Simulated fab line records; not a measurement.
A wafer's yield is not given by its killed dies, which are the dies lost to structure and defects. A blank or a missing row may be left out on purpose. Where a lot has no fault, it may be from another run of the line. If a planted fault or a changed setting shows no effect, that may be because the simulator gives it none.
Chamber matching ; flow nandHarc ; NHARC_A_CONTACT_ETCH_48 on rieDiel-04 has 4 sister chambers
The step etches the open film in CF4, target depth 39 nm, time 65 s. 18 wafers are shown with their chamber, then 9 later ones without.

== WAFERS WITH THEIR CHAMBER ==
wafer;chamber;showerheadPlenumPTorr (Torr);rfVppV (V);throttleValvePct (%)
L074.3;1;1.68;150.1;13.273
L074.4;3;1.81;150.7;13.287
L074.6;1;1.68;149.8;13.294
L075.3;3;1.81;151.8;13.277
L075.4;1;1.68;150.7;13.295
L075.5;0;1.76;152.0;13.290
L077.1;3;1.81;150.7;13.294
L077.2;2;1.87;152.5;13.288
L077.4;1;1.68;151.0;13.278
L078.2;0;1.76;151.4;13.298
L078.4;3;1.81;151.8;13.290
L078.6;1;1.68;150.9;13.291
L085.1;0;1.75;151.3;13.285
L085.3;1;1.68;149.2;13.267
L085.5;1;1.68;150.1;13.268
L089.2;2;1.86;151.5;13.299
L089.3;3;1.80;151.5;13.276
L089.5;1;1.67;150.4;13.283

SIGNATURES, as means of the wafers listed above
reading;chamber 0;chamber 1;chamber 2;chamber 3;scatter within a chamber
showerheadPlenumPTorr;1.7567;1.6787;1.8650;1.8080;0.00451
rfVppV;151.567;150.275;152.000;151.300;0.573
throttleValvePct;13.29100;13.28112;13.29350;13.28480;0.00967
Rule: a wafer lies at a distance from a chamber equal to the root of the sum of squares, over the readings, of (its reading less the chamber's mean, divided by the reading's scatter). If the next closest chamber is less than 2 further off than the closest, the wafer can't be placed; otherwise it belongs to the closest. The scatter: take each reading less its chamber's mean, square it, sum over the shown wafers, divide by the number of wafers less the number of chambers, and take the root.

== WAFERS WITHOUT THEIR CHAMBER ==
wafer;showerheadPlenumPTorr (Torr);rfVppV (V);throttleValvePct (%)
L087.2;1.80;151.3;13.280
L087.4;1.75;151.0;13.280
L087.6;1.80;150.0;13.286
L093.4;1.80;152.6;13.270
L093.5;1.67;149.5;13.293
L093.6;1.85;152.5;13.295
L096.2;1.74;152.6;13.272
L096.5;1.74;151.6;13.281
L096.6;1.67;149.6;13.279

== WHICH CHAMBER EACH WENT THROUGH ==
wafer;from the rows above;in truth
L087.2;3;3
L087.4;0;0
L087.6;3;3
L093.4;3;3
L093.5;1;1
L093.6;2;2
L096.2;0;0
L096.5;0;0
L096.6;1;1
Correct placement for 9 of the 9. Left unplaced by these rows: 0. Number placed wrongly: 0.
